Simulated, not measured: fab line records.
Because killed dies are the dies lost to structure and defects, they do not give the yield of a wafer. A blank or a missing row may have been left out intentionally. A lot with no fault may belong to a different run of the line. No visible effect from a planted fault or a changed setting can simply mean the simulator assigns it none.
Matching of chambers | flow n5_finfet | 4 sister chambers for N5_BEOL_M12_ETCH_68 on rie_diel-06
The step etches SOC in N2/H2, time 285 s. 8 wafers are shown with their chamber, then 11 later ones without.

## WAFERS PAIRED WITH THEIR CHAMBERS
wafer  | chamber | drypump_motor_current_A (A) | throttle_valve_pct (%)
L084.4 | 0       | 5.7                         | 17.9
L084.5 | 2       | 6.9                         | 18.1
L087.5 | 2       | 6.9                         | 18.2
L087.6 | 1       | 5.7                         | 18.1
L088.1 | 3       | 5.4                         | 17.7
L088.2 | 0       | 5.7                         | 17.9
L088.3 | 1       | 5.8                         | 18.1
L090.1 | 3       | 5.4                         | 17.7

## WAFERS WITH NO CHAMBER GIVEN
wafer  | drypump_motor_current_A (A) | throttle_valve_pct (%)
L090.4 | 5.8                         | 17.9
L090.5 | 6.9                         | 18.2
L089.1 | 5.8                         | 17.9
L089.4 | 6.8                         | 18.2
L089.6 | 5.8                         | 18.1
L092.1 | 5.8                         | 18.1
L092.4 | 5.7                         | 17.9
L092.5 | 5.8                         | 17.9
L093.1 | 5.8                         | 17.9
L093.4 | 5.8                         | 18.1
L093.6 | 5.4                         | 17.7

## WHICH CHAMBER EACH WENT THROUGH
wafer  | from the rows above | in truth
L090.4 | 0                   | 0
L090.5 | 2                   | 2
L089.1 | 0                   | 0
L089.4 | 2                   | 2
L089.6 | 1                   | 1
L092.1 | 1                   | 1
L092.4 | 0                   | 0
L092.5 | 0                   | 0
L093.1 | 0                   | 0
L093.4 | 1                   | 1
L093.6 | 3                   | 3
Correct placement for 11 of the 11. Can't be placed from these rows: 0. Number placed wrongly: 0.
How it was worked out, from the rows above alone: a wafer's distance from a chamber is the root of the sum, over the readings, of the square of ((its reading less the chamber's mean) divided by the reading's scatter). If the next closest chamber is less than 2 further off than the closest, the wafer can't be placed; otherwise it belongs to the closest. A chamber's mean is the mean of its shown wafers. The scatter: take each reading less its chamber's mean, square it, sum over the shown wafers, divide by the number of wafers less the number of chambers, and take the root.
